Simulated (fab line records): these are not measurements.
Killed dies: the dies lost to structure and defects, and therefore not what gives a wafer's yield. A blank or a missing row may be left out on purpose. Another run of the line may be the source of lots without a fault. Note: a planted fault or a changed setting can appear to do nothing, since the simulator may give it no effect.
A struck lot beside a sound one | flow nand_harc | 15 steps out of a route of 1302
Sound: wafers L750.1, L750.5, L750.6. The struck wafers were L739.1, L739.3, L739.4. Last of all comes the cause.
For every step that has rows: the tool of each side, followed by ch and its chambers, followed by its first start. Under that, the readings that differ: sound wafers | struck wafers | difference of the means | sigmas: that difference in standard deviations of wafers without a fault.
alike: readings whose means differ by less than 2 such deviations, and words and numbers that are the same on both sides. not compared: withheld readings, readings that some wafer has no value for, bounds like >300 that may hide the same value, and numbers for which the record gives no deviation and whose values overlap.
The two part at a step that has a row with sigmas, a row that says differs or no value, or rows on one side only. Non-overlapping numbers with no deviation appear without sigmas and do not part them. A reading missing from all wafers of one side parts the sides only when that side holds two or more wafers.

first, 3 steps without rows for these wafers: NHARC_A_SGD_CUT_EXPOSE_06 (exposes mask SGD); NHARC_A_SGD_CUT_PEB_07 (peb time 65 s); NHARC_A_SGD_CUT_DEVELOP_08 (develop time 35 s).
NHARC_A_SGD_CUT_CD_MEAS_09: target cd 100 nm.
  sound on cd_sem-02 ch 0, day 27 04:37; struck on cd_sem-02 ch 0, day 22 14:16
  alike: cd_nm
NHARC_A_SGD_CUT_OVL_MEAS_10:
  sound on overlay-02, day 27 04:42; struck on overlay-02, day 22 14:22
  alike: overlay_x_nm, overlay_y_nm
NHARC_A_SGD_CUT_INSPECT_11:
  sound on defect_inspect-01, day 27 04:44; struck on defect_inspect-02, day 22 14:23
  reading          | sound      | struck   | difference | sigmas
  raw_defect_count | 90 109 105 | 37 35 31 | -67        | -2
NHARC_A_SGD_CUT_DESCUM_14: chemistry O2, time 3 s.
  sound on rie_diel-06 ch 0,1,2, day 27 04:50; struck on rie_diel-10 ch 0,3, day 22 14:27
  alike: drypump_motor_current_A, oes_product_au, rf_vpp_V, showerhead_plenum_p_Torr, throttle_valve_pct
  not compared: rf_hours_counter_h
NHARC_A_SGD_CUT_ETCH_58: etches the open film in CF4, target depth 39 nm, time 65 s.
  sound on rie_diel-06 ch 0,1,3, day 27 04:55; struck on rie_diel-10 ch 0,2,3, day 22 14:34
  alike: drypump_motor_current_A, oes_product_au, rf_vpp_V, showerhead_plenum_p_Torr, throttle_valve_pct
  not compared: rf_hours_counter_h
NHARC_A_SGD_CUT_ETCH_59: etches the open film in N2/H2, target depth 260 nm, time 406.25 s.
  sound: rie_diel-06 ch 0,1,2; struck: rie_diel-10 ch 2,3
  alike: drypump_motor_current_A, oes_product_au, rf_vpp_V, showerhead_plenum_p_Torr, throttle_valve_pct
  not compared: rf_hours_counter_h
NHARC_A_SGD_CUT_ETCH_15: etches the open film in CH3F/O2, target depth 75 nm, time 64.3 s.
  sound: rie_diel-06 ch 2,3; struck: rie_diel-10 ch 0,2,3
  alike: drypump_motor_current_A, oes_product_au, rf_vpp_V, showerhead_plenum_p_Torr, throttle_valve_pct
  not compared: rf_hours_counter_h
NHARC_A_SGD_CUT_ETCH_16: etches the open film in C4F8/O2/Ar, target depth 310.5 nm, time 155.2 s.
  sound: rie_diel-06 ch 0,1,2; struck: rie_diel-10 ch 0,2
  alike: oes_product_au, rf_vpp_V
  not compared: rf_hours_counter_h
then, 1 step without rows for these wafers: NHARC_A_SGD_CUT_STRIP_60 (strips in C4F8/O2/Ar).
NHARC_A_SGD_CUT_STRIP_17: strips in O2.
  sound on rie_diel-06 ch 0,1, day 27 05:35; struck on rie_diel-10 ch 2,3, day 22 15:23
  no value came back on the struck wafers for any of 7 readings (bias_w (W), chamber_pressure_mTorr (mTorr) and others); on the sound wafers bias_w (W) reads 0 0 0
  not compared: rf_hours_counter_h
then, 1 step without rows for these wafers: NHARC_A_SGD_CUT_PRECLEAN_18 (cleans in SC1).
-- jump in the record: it breaks off in module A_SGD_CUT and resumes in module END (first step shown: number 1302 of the route), and 5 days separate the struck wafers' starts before and after --
NHARC_END_SORT_01:
  only the struck wafers appear in the record here, on prober-02 ch 0 at day 27 23:03; the sound ones have no rows

## WHERE THEY PART
Last at NHARC_END_SORT_01 as far as this record goes, first at NHARC_A_SGD_CUT_INSPECT_11.

WHY: whatever the simulator had introduced
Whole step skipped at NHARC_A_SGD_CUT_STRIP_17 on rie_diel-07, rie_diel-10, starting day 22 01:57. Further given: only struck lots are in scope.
